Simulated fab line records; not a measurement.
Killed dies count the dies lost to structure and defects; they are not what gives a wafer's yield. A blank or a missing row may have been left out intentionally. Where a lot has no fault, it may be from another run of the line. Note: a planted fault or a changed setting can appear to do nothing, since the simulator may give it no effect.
Matching of chambers	flow n5-finfet	rie-diel-05 running N5_BEOL_M10_STRIP_67: 4 sister chambers
The step strips in CF4. 4 wafers are shown with their chamber, then 11 later ones without.

== WAFERS, EACH WITH ITS CHAMBER ==
wafer	chamber	drypump-motor-current-A (A)
L080.2	0	5.1
L089.1	1	5.8
L089.3	3	5.0
L093.1	2	6.7

== WAFERS MISSING THEIR CHAMBER ==
wafer	drypump-motor-current-A (A)
L093.2	5.7
L093.3	5.0
L093.4	5.1
L093.5	5.1
L093.6	5.0
L095.1	6.7
L095.2	5.8
L095.3	5.1
L095.4	5.8
L095.5	6.7
L095.6	5.1

== THE CHAMBER EACH PASSED THROUGH ==
wafer	from the rows above	in truth
L093.2	1	1
L093.3	3	3
L093.4	0	0
L093.5	0	0
L093.6	3	3
L095.1	2	2
L095.2	1	1
L095.3	0	0
L095.4	1	1
L095.5	2	2
L095.6	0	0
Correct placement for 11 of the 11. Not placeable from these rows: 0. Placed wrongly: 0.
How it was worked out, from the rows above alone: a wafer's distance from a chamber is the root of the sum, over the readings, of the square of ((its reading less the chamber's mean) divided by the reading's scatter). If the next closest chamber is less than 2 further off than the closest, the wafer can't be placed; otherwise it belongs to the closest. For every chamber, the mean is computed from those of its wafers that are shown. The scatter: root of mean squared gap, hidden wafer to nearest shown wafer, with one shown wafer a chamber.
